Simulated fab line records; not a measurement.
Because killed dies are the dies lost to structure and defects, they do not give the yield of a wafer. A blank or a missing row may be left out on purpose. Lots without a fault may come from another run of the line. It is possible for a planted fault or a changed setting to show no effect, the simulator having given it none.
fab line records	flow n5_finfet
record lots=6	wafers=18	last_day=18
route steps=1938 shown WELL_APT@35 PASSIVATION@1936
lots that met no fault: taken from a fault-free run of the same line
start_h: hours from the record's first day to the start of the lot's first wafer shown	wait_h: time in hours since the lot's previous step	" same as the row above	L1.1+2: a single row standing in for several wafers	- value missing, or start not given	* or withheld: withheld	< > ~ a bound
route shown NAME@n: names a module that has steps shown in the file, with the first one's number in the route	usual: the fault-free wafers' mean and standard deviation	same: alike in all rows	chamber/n: place in a boat	sites: the reading at each site	_std_site: the standard deviation of these	_edge_site: inner sites' mean taken away from outer sites' mean	radius_mm: how far each site lies from the wafer's centre	mask NAME#n: copy n	behind: the tool/chamber that last shaped the wafer	hold: why the lot went on hold/how many hours it stayed there/how the hold came to an end	device: the transistor (n, p or np) that didn't switch	end of line: the same wafers' tests at the end of the route	where a step has no rows: the recipe by itself	killed: the dies lost at the first sort to structure and to defects; this is not the yield of the wafer	map: a wafer's dies, x killed, . not, _ none there
set.NAME: the setting the step ran with; set.NAME@STEP: the setting that earlier step ran with	model.NAME: the simulator's own value behind a step, which no gauge read
certain route steps with their lots: each step a table, each wafer a row
services: the hour from which a tool's chamber was out of use, counted from the record's first day as start_h (under 0 if before that day), plus the number of hours and why
## steps
# step N5_WELL_APT_HMDS_18
# recipe time_s=60	temp_c=120
# step N5_WELL_APT_COAT_19
# recipe spin_rpm=1357	resist_thk_nm=950
# step N5_WELL_APT_EBR_21
# recipe solvent=PGMEA	ebr_width_mm=1.5
# step N5_WELL_APT_SOFTBAKE_20
# recipe temp_c=130	time_s=60
# step N5_WELL_APT_EXPOSE_22
# recipe mask_id=PWELL	na=0.8	source_shape=conventional	sigma_outer=0.8	polarization=unpolarized	defocus_nm=0	target_cd_nm=200	dose_mj=23.2
# step N5_WELL_APT_PEB_23
# recipe peb_temp_c=130	peb_time_s=90
# step N5_WELL_APT_DEVELOP_24
# recipe develop_time_s=45	rinse_liquid=surfactant_rinse	dry=air_spin	dev_temp_c=21
# step N5_WELL_APT_HARDBAKE_29
# recipe temp_c=130	time_s=120
# step N5_WELL_APT_CD_MEAS_25
# recipe target_cd_nm=200	landing_energy_ev=500	detector=se_inlens
# usual cd_nm=199.7/2.7
lot.wafer	tool	chamber	start_h	wait_h	cd_nm
L729.4	cd_sem-02	0	45.25	-	197.1
L729.5	"	0	"	"	198.3
L729.6	"	0	"	"	200.0
L733.1	cd_sem-02	0	69.08	-	201.2
L733.5	"	0	"	"	201.3
L733.6	"	0	"	"	201.6
L737.1	cd_sem-01	0	93.20	-	200.7
L737.2	"	0	"	"	199.8
L737.6	"	0	"	"	200.8
L738.3	cd_sem-02	0	99.37	-	200.7
L738.4	"	0	"	"	198.3
L738.6	"	0	"	"	199.4
L740.4	cd_sem-02	0	110.93	-	195.8
L740.5	"	0	"	"	198.6
L740.6	"	0	"	"	197.8
L747.2	cd_sem-01	0	153.11	-	199.3
L747.4	"	0	"	"	199.4
L747.6	"	0	"	"	198.0
# step N5_WELL_APT_OVL_MEAS_26
# recipe points_per_wafer=44
# usual PWELL_OVL=-4/5.3
lot.wafer	tool	chamber	start_h	wait_h	PWELL_OVL[nm]
L729.4	overlay-01	0	45.27	0.0	1
L729.5	"	0	"	"	-4
L729.6	"	0	"	"	-1
L733.1	overlay-01	0	69.11	0.0	-6
L733.5	"	0	"	"	-11
L733.6	"	0	"	"	-4
L737.1	overlay-01	0	93.23	0.0	0
L737.2	"	0	"	"	2
L737.6	"	0	"	"	1
L738.3	overlay-02	0	99.40	0.0	-9
L738.4	"	0	"	"	-2
L738.6	"	0	"	"	-3
L740.4	overlay-01	0	110.96	0.0	-1
L740.5	"	0	"	"	5
L740.6	"	0	"	"	-4
L747.2	overlay-01	0	153.13	0.0	-4
L747.4	"	0	"	"	-6
L747.6	"	0	"	"	-2
# step N5_WELL_APT_INSPECT_27
# recipe mode=adi	inspect_instrument=macro
# usual raw_defect_count=2.0/1.4
lot.wafer	tool	chamber	start_h	wait_h	raw_defect_count
L729.4	defect_inspect-01	-	45.30	0.0	2
L729.5	"	-	"	"	1
L729.6	"	-	"	"	5
L733.1	defect_inspect-01	-	69.13	0.0	4
L733.5	"	-	"	"	1
L733.6	"	-	"	"	4
L737.1	defect_inspect-02	-	93.25	0.0	4
L737.2	"	-	"	"	1
L737.6	"	-	"	"	1
L738.3	defect_inspect-02	-	99.42	0.0	1
L738.4	"	-	"	"	1
L738.6	"	-	"	"	0
L740.4	defect_inspect-01	-	110.98	0.0	2
L740.5	"	-	"	"	2
L740.6	"	-	"	"	0
L747.2	defect_inspect-02	-	153.16	0.0	1
L747.4	"	-	"	"	4
L747.6	"	-	"	"	1
# step N5_WELL_APT_DESCUM_30
# recipe chemistry=O2	time_s=7.9	source_power_w=50	bias_power_w=20	pressure_mtorr=20	rf_frequency_hz=2.712e+07	temp_c=40	o2_flow_sccm=225
# usual drypump_motor_current_A=5.9/0.47	o2_flow_sccm=225.1/0.66	oes_product_au=0.80/0.082	rf_fwd_power_W=49.68/0.18	rf_vpp_V=244.0/1.3	showerhead_plenum_p_Torr=2.15/0.072	throttle_valve_pct=20.3/0.35
lot.wafer	tool	chamber	start_h	wait_h	drypump_motor_current_A	o2_flow_sccm	oes_product_au	rf_fwd_power_W	rf_hours_counter_h	rf_vpp_V	showerhead_plenum_p_Torr	throttle_valve_pct
L729.4	rie_diel-05	2	45.66	0.4	5.4	224.8	0.90	49.86	32	243.6	2.03	20.0
L729.5	"	0	"	"	6.2	226.0	0.71	49.76	-	241.6	1.98	20.4
L729.6	"	3	"	"	5.8	226.0	0.75	49.91	-	243.7	2.17	20.0
L733.1	rie_diel-06	3	69.33	0.2	5.0	224.5	0.78	49.78	141	245.7	2.17	20.2
L733.5	"	0	"	"	6.3	224.3	0.76	49.68	-	243.5	2.19	20.7
L733.6	"	3	"	"	5.0	225.5	0.78	49.53	-	244.8	2.17	20.2
L737.1	rie_diel-06	2	93.28	0.0	5.9	225.1	0.69	49.75	232	242.5	2.05	20.3
L737.2	"	1	"	"	6.5	225.6	0.91	49.76	17	246.9	2.21	20.1
L737.6	"	1	"	"	6.5	226.5	0.91	49.72	-	246.1	2.21	20.2
L738.3	rie_diel-04	1	99.46	0.0	5.8	225.6	0.72	49.50	201	242.8	2.14	20.1
L738.4	"	2	"	"	6.3	224.9	0.85	49.49	61	243.4	2.23	20.5
L738.6	"	2	"	"	6.3	225.3	0.86	49.97	-	245.3	2.23	20.5
L740.4	rie_diel-05	2	111.12	0.1	5.4	224.8	0.85	49.69	57	242.5	2.03	20.0
L740.5	"	1	"	"	5.9	226.8	0.76	49.31	-	243.7	2.22	21.0
L740.6	"	0	"	"	6.2	224.9	0.94	49.43	-	245.3	2.24	20.1
L747.2	rie_diel-06	3	153.19	0.0	5.0	224.6	0.76	49.85	169	243.9	2.16	20.2
L747.4	"	1	"	"	6.5	225.2	0.87	49.81	-	244.0	2.21	20.2
L747.6	"	3	"	"	5.0	225.2	0.76	49.87	-	244.1	2.16	20.2
# step N5_WELL_APT_IMPLANT_31
# recipe species=B	energy_kev=60	dose_cm2=1.5e+13	tilt_deg=0	rotation_deg=0
# usual dose_ions_cm2=1.5001e+13/1.5e+10	faraday_current_uA=190/3.5
lot.wafer	tool	chamber	start_h	wait_h	dose_ions_cm2	faraday_current_uA
L729.4	implanter-01	0	45.85	0.2	1.4999e+13	191
L729.5	"	0	"	"	1.5e+13	191
L729.6	"	0	"	"	1.5019e+13	184
L733.1	implanter-01	0	69.43	0.1	1.5016e+13	188
L733.5	"	0	"	"	1.4974e+13	192
L733.6	"	0	"	"	1.5012e+13	196
L737.1	implanter-01	0	93.38	0.1	1.3879e+13	171
L737.2	"	0	"	"	1.3865e+13	177
L737.6	"	0	"	"	1.3886e+13	175
L738.3	implanter-02	0	99.61	0.1	1.5007e+13	192
L738.4	"	0	"	"	1.5015e+13	185
L738.6	"	0	"	"	1.4995e+13	185
L740.4	implanter-01	0	111.31	0.2	1.3855e+13	184
L740.5	"	0	"	"	1.3878e+13	177
L740.6	"	0	"	"	1.3868e+13	173
L747.2	implanter-02	0	153.32	0.1	1.498e+13	192
L747.4	"	0	"	"	1.5029e+13	192
L747.6	"	0	"	"	1.502e+13	193
# step N5_WELL_APT_IMPLANT_32
# recipe species=BF2	energy_kev=50	dose_cm2=2e+13	tilt_deg=0	rotation_deg=0
# step N5_PASSIVATION_PROBE_49
# usual killed_at_M0_to_M3=33/9.9	killed_at_M4_up=15/5.6	killed_at_contacts=13/5.7	killed_at_front_end=38/12	killed_at_other=4/3.1	killed_dies=103/17	killed_open=66/13	killed_short=32/7.8
# same gross_dies=1180	killed_at_back_side=0
lot.wafer	tool	chamber	start_h	wait_h	killed_at_M0_to_M3	killed_at_M4_up	killed_at_contacts	killed_at_front_end	killed_at_other	killed_dies	killed_open	killed_short
L729.4	prober-01	-	298.80	0.2	29	16	14	29	6	94	56	33
L729.5	prober-01	-	298.85	0.2	46	13	12	45	8	124	79	32
L729.6	prober-01	-	298.90	0.3	29	8	25	28	2	92	66	26
L733.1	prober-01	-	340.32	0.0	50	15	7	42	4	118	60	51
L733.5	prober-01	-	340.52	0.2	32	16	11	18	2	79	51	24
L733.6	prober-01	-	340.57	0.3	37	26	11	24	1	99	70	24
L740.4	prober-01	-	379.96	0.2	21	14	16	32	8	91	70	19
L740.5	prober-01	-	380.01	0.2	48	20	6	26	1	101	63	34
L740.6	prober-01	-	380.06	0.3	55	18	8	43	1	125	81	43
# killed by level:class
L729.4 MOL_CONTACT_COAG:geometric_particle:open=10 BEOL_M1:geometric_particle:open=8 GATE_CUT:geometric_particle:open=6 BEOL_M3:geometric_particle:open=6 DUMMY_GATE:geometric_particle:open=4 GATE_CUT:geometric_particle:short=4 MOL_CONTACT_COAG:geometric_particle:short=4 BEOL_M1:geometric_particle:short=4
L729.5 MOL_CONTACT_COAG:geometric_particle:open=11 FIN_SAQP:geometric_particle:open=9 HKMG_FIN:area_etch=9 BEOL_M1:geometric_particle:open=8 BEOL_M0_SAQP:geometric_particle:short=7 BEOL_M0:geometric_particle:open=7 BEOL_M5:geometric_particle:open=6 GATE_CUT:geometric_particle:short=5
L729.6 MOL_CONTACT_COAG:geometric_particle:open=21 BEOL_M1:geometric_particle:open=7 DUMMY_GATE:geometric_particle:open=6 BEOL_M2:geometric_particle:open=6 STARTING-WAFER:geometric_particle:short=5 FIN_SAQP:geometric_particle:short=4 MOL_CONTACT_COAG:geometric_particle:short=4 BEOL_M0_SAQP:geometric_particle:open=4
L733.1 BEOL_M3:geometric_particle:open=10 FIN_SAQP:geometric_particle:short=9 BEOL_M2:geometric_particle:open=9 BEOL_M0_SAQP:geometric_particle:short=6 STI_FIN_REVEAL:geometric_particle:open=5 BEOL_M0_SAQP:geometric_particle:open=5 BEOL_M1:geometric_particle:open=5 STARTING-WAFER:geometric_particle:short=5
L733.5 MOL_CONTACT_COAG:geometric_particle:open=10 STI_FIN_REVEAL:geometric_particle:open=9 BEOL_M0_SAQP:geometric_particle:short=9 BEOL_M0_SAQP:geometric_particle:open=6 BEOL_M4:geometric_particle:open=4 BEOL_M5:geometric_particle:open=4 FIN_SAQP:geometric_particle:short=3 BEOL_M0:geometric_particle:open=3
L733.6 BEOL_M4:geometric_particle:open=12 STI_FIN_REVEAL:geometric_particle:open=10 MOL_CONTACT_COAG:geometric_particle:open=9 BEOL_M3:geometric_particle:open=9 BEOL_M0_SAQP:geometric_particle:short=6 BEOL_M2:geometric_particle:open=6 BEOL_M5:geometric_particle:open=5 FIN_SAQP:geometric_particle:open=4
L740.4 MOL_CONTACT_COAG:geometric_particle:open=12 DUMMY_GATE:geometric_particle:open=10 STI_FIN_REVEAL:geometric_particle:open=7 BEOL_M2:geometric_particle:open=7 BEOL_M3:geometric_particle:open=6 BEOL_M5:geometric_particle:open=6 BEOL_M4:geometric_particle:open=5 MOL_CONTACT_COAG:geometric_particle:short=4
L740.5 BEOL_M2:geometric_particle:open=12 STI_FIN_REVEAL:geometric_particle:open=11 BEOL_M4:geometric_particle:open=10 BEOL_M0_SAQP:geometric_particle:short=9 BEOL_M0:geometric_particle:open=7 BEOL_M1:geometric_particle:open=6 MOL_CONTACT_COAG:geometric_particle:open=5 BEOL_M2:geometric_particle:short=5
L740.6 BEOL_M2:geometric_particle:open=17 BEOL_M0_SAQP:geometric_particle:short=15 STI_FIN_REVEAL:geometric_particle:open=12 BEOL_M0_SAQP:geometric_particle:open=9 FIN_SAQP:geometric_particle:open=8 DUMMY_GATE:geometric_particle:open=7 MOL_CONTACT_COAG:geometric_particle:open=5 BEOL_M4:geometric_particle:open=5
## services
tool	chamber	start_h	hours	kind
rie_diel-06	1	26.36	-	clean
rie_diel-06	1	26.36	-	consumable_replace:focus_ring
rie_diel-06	1	26.36	-	consumable_replace:showerhead
rie_diel-06	1	26.36	16.9	scheduled_down
rie_diel-06	1	26.36	16.9	vent_cycle
rie_diel-05	-	47.62	0.7	repair
rie_diel-06	2	59.96	2.2	repair
rie_diel-04	1	65.80	6.9	repair
rie_diel-05	0	73.10	-	clean
rie_diel-05	0	73.10	-	consumable_replace:focus_ring
rie_diel-05	0	73.10	-	consumable_replace:showerhead
rie_diel-05	0	73.10	18.2	scheduled_down
rie_diel-05	0	73.10	18.2	vent_cycle
implanter-01	-	99.06	3.8	pm
implanter-02	-	116.55	1.6	repair
rie_diel-05	2	133.03	8.9	repair
rie_diel-04	-	137.93	0.3	repair
rie_diel-06	2	146.63	-	clean
rie_diel-06	2	146.63	18.4	scheduled_down
rie_diel-06	2	146.63	18.4	vent_cycle
## key
first_sign step=N5_WELL_APT_IMPLANT_31	reading=dose_ions_cm2	direction=down	sigmas=76	usual=1.5001e+13	struck=1.3872e+13
effect step=N5_WELL_APT_IMPLANT_31	reading=faraday_current_uA	direction=down	sigmas=4	usual=190	struck=176
met_at N5_WELL_APT_IMPLANT_31
struck_wafers L737.1,L737.2,L737.6,L740.4,L740.5,L740.6
tester_left_out L737,L740
onset_between 69.43 93.38
fault kind=process_parameter_drift	tool=implanter-01	chamber=-	onset_h=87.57	steps=N5_WELL_APT_IMPLANT_31	channel=dose_cm2	offset=-1.118e+12	shape=step	end_h=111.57	acts_in=these_recipes_only	stated=1.5e+13
# tester_left_out: of these lots the tester's yield and bins aren't shown, on N5 and GAA mostly nor the transistor test; their killed dies are dies lost to structure and defects alone, not to doping, threshold or leakage, so they don't give the yield
